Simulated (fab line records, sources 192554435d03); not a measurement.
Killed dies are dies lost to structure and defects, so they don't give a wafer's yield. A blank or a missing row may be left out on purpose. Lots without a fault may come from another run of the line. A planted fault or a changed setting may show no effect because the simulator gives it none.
A struck lot beside a sound one | flow n5_finfet | 16 steps out of a route of 1938
Sound: wafers L132.1, L132.4, L132.5. Struck: wafer L144.2. (L144.1 of the same lot was not struck and is left out.) The cause comes at the end.
At each step with rows: each side's tool, then ch and its chambers, then its first start. Under that, the readings that differ: sound wafers | struck wafers | difference of the means | sigmas: that difference in standard deviations of wafers without a fault.
alike: readings whose means differ by less than 2 such deviations, and words and numbers that are the same on both sides. not compared: withheld readings, readings that some wafer has no value for, bounds like >300 that may hide the same value, and numbers for which the record gives no deviation and whose values overlap.
The two part at a step that has a row with sigmas, a row that says differs or no value, or rows on one side only. Numbers that don't overlap but have no deviation are shown without sigmas and don't part them. A reading that every wafer of one side lacks parts them only if that side has two wafers or more.

first, 4 steps without rows for these wafers: N5_MOL_CONTACT_COAG_SOFTBAKE_35 (time 60 s); N5_MOL_CONTACT_COAG_EXPOSE_37 (exposes mask VD, defocus 0 nm); N5_MOL_CONTACT_COAG_PEB_38 (peb time 60 s); N5_MOL_CONTACT_COAG_DEVELOP_39 (develop time 30 s).
N5_MOL_CONTACT_COAG_CD_MEAS_40: target cd 25.1 nm.
  sound on cd_sem-02 ch 0, day 5 08:45; struck on cd_sem-03 ch 0, day 8 04:08
  alike: cd_nm
N5_MOL_CONTACT_COAG_OVL_MEAS_41:
  sound on overlay-02 ch 0, day 5 08:47; struck on overlay-01 ch 0, day 8 04:10
  alike: VD_OVL
N5_MOL_CONTACT_COAG_INSPECT_42: inspects for defects (brightfield).
  sound on defect_inspect-01, day 5 08:50; struck on defect_inspect-02, day 8 04:13
  alike: raw_defect_count
N5_MOL_CONTACT_COAG_DESCUM_45: chemistry O2, time 7 s.
  sound on rie_diel-01 ch 0,2,3, day 5 08:53; struck on rie_diel-01 ch 2, day 8 04:15
  alike: drypump_motor_current_A, oes_product_au, rf_vpp_V, showerhead_plenum_p_Torr, throttle_valve_pct
  not compared: rf_hours_counter_h
N5_MOL_CONTACT_COAG_ETCH_65: etches underlayer in N2/H2, target depth 13 nm, time 10.4 s.
  sound on rie_diel-01 ch 0,2,3, day 5 08:55; struck on rie_diel-01 ch 2, day 8 04:17
  alike: drypump_motor_current_A, etch_rf_on_time_s, n2_flow_sccm, oes_product_au, rf_vpp_V, showerhead_plenum_p_Torr, throttle_valve_pct
  not compared: rf_hours_counter_h
N5_MOL_CONTACT_COAG_ETCH_66: etches SiARC in CF4, target depth 13 nm, time 21.7 s.
  sound on rie_diel-01 ch 0,2,3, day 5 08:56; struck on rie_diel-01 ch 2, day 8 04:19
  alike: drypump_motor_current_A, etch_rf_on_time_s, oes_product_au, rf_vpp_V, showerhead_plenum_p_Torr, throttle_valve_pct
  not compared: rf_hours_counter_h
N5_MOL_CONTACT_COAG_ALD_133: deposits SiO2, target thk 5 nm, pulse time 1 s, co reactant pulse time 1 s.
  sound on ald_sin-01 ch 1,2,3, day 5 09:20; struck on ald_sin-02 ch 0, day 8 04:23
  alike: heater_power_w, precursor_pulse_height_rel
N5_MOL_CONTACT_COAG_ETCHBACK_134: etches SiO2 in CHF3, target depth 10 nm, time 6.7 s.
  sound on rie_diel-02 ch 0,2,3, day 5 09:31; struck on rie_diel-02 ch 3, day 8 04:38
  alike: drypump_motor_current_A, oes_product_au, rf_vpp_V, showerhead_plenum_p_Torr, throttle_valve_pct
  not compared: rf_hours_counter_h
N5_MOL_CONTACT_COAG_ETCH_67: etches SOC in N2/H2, target depth 60 nm, overetch 21 nm, time 101.2 s.
  sound on rie_diel-02 ch 0,2,3, day 5 09:33; struck on rie_diel-02 ch 3, day 8 04:40
  reading                                             | sound     | struck | difference | sigmas
  model.SiARC_of_MOL_CONTACT_COAG_COAT_63.thk_nm (nm) | 5.8 5.8 6 | 6.4    | +0.5       |
  alike: drypump_motor_current_A, n2_flow_sccm, oes_product_au, rf_vpp_V, showerhead_plenum_p_Torr, throttle_valve_pct
  not compared: rf_hours_counter_h
then, 1 step without rows for these wafers: N5_MOL_CONTACT_COAG_STRIP_68 (strips in N2/H2).
-- the record jumps here: 2 days lie between the struck wafers' starts before and after (it left off in module MOL_CONTACT_COAG and takes up again in module BEOL_M4, whose first step shown is number 1111 of the route) --
N5_BEOL_M4_RC_MEAS_101:
  sound on prober-02 ch 0, day 7 22:27; struck on prober-01 ch 0, day 10 11:17
  alike: DIBL_N, DIBL_P, IOFF_N, IOFF_P, ION_N, ION_P, SS_N, SS_P, VT_N, VT_P
then, 1 step without rows for these wafers: N5_PASSIVATION_PROBE_49.

WHERE THEY PART
Nowhere in this record.

WHY: what the simulator had put in
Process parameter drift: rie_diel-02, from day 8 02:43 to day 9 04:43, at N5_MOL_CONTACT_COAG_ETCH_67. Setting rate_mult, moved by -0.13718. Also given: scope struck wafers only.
